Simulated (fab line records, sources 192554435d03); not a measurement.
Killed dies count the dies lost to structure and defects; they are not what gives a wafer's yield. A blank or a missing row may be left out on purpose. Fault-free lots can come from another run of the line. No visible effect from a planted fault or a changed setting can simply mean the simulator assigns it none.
Matching of chambers + flow n5_finfet + N5_BEOL_M13_ETCH_59 on rie_diel-04 has 4 sister chambers
The step etches BARC in N2/H2, target depth 89 nm, overetch 26.7 nm, time 67.9 s. 4 wafers are shown with their chamber, then 9 later ones without.

EACH WAFER AND ITS CHAMBER
| wafer  | chamber | drypump_motor_current_A (A) |
|--------|---------|-----------------------------|
| L089.1 | 0       | 6.5                         |
| L091.2 | 2       | 5.6                         |
| L091.4 | 3       | 5.4                         |
| L091.5 | 1       | 6.5                         |

WAFERS WITH NO CHAMBER GIVEN
| wafer  | drypump_motor_current_A (A) |
|--------|-----------------------------|
| L093.1 | 6.5                         |
| L093.4 | 6.6                         |
| L093.6 | 6.5                         |
| L095.3 | 6.5                         |
| L095.5 | 5.6                         |
| L095.6 | 6.5                         |
| L097.3 | 5.4                         |
| L097.4 | 6.6                         |
| L097.5 | 5.4                         |

WHICH CHAMBER EACH WENT THROUGH
| wafer  | from the rows above     | in truth |
|--------|-------------------------|----------|
| L093.1 | can't be placed: 0 or 1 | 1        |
| L093.4 | can't be placed: 0 or 1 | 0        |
| L093.6 | can't be placed: 0 or 1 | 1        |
| L095.3 | can't be placed: 0 or 1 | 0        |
| L095.5 | 2                       | 2        |
| L095.6 | can't be placed: 0 or 1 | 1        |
| L097.3 | 3                       | 3        |
| L097.4 | can't be placed: 0 or 1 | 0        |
| L097.5 | 3                       | 3        |
Placed correctly: 3 of 9. Unplaceable from these rows: 6, with the true chamber sitting among the candidates in 6. Wrongly placed: 0.
How it was worked out, from the rows above alone: a wafer's distance from a chamber is the root of the sum, over the readings, of the square of ((its reading less the chamber's mean) divided by the reading's scatter). If the next closest chamber is less than 2 further off than the closest, the wafer can't be placed; otherwise it belongs to the closest. Each chamber's mean is taken over the wafers shown for it. The scatter: with one shown wafer a chamber, the root of the mean of the squares of how far each hidden wafer lies from its nearest shown one.
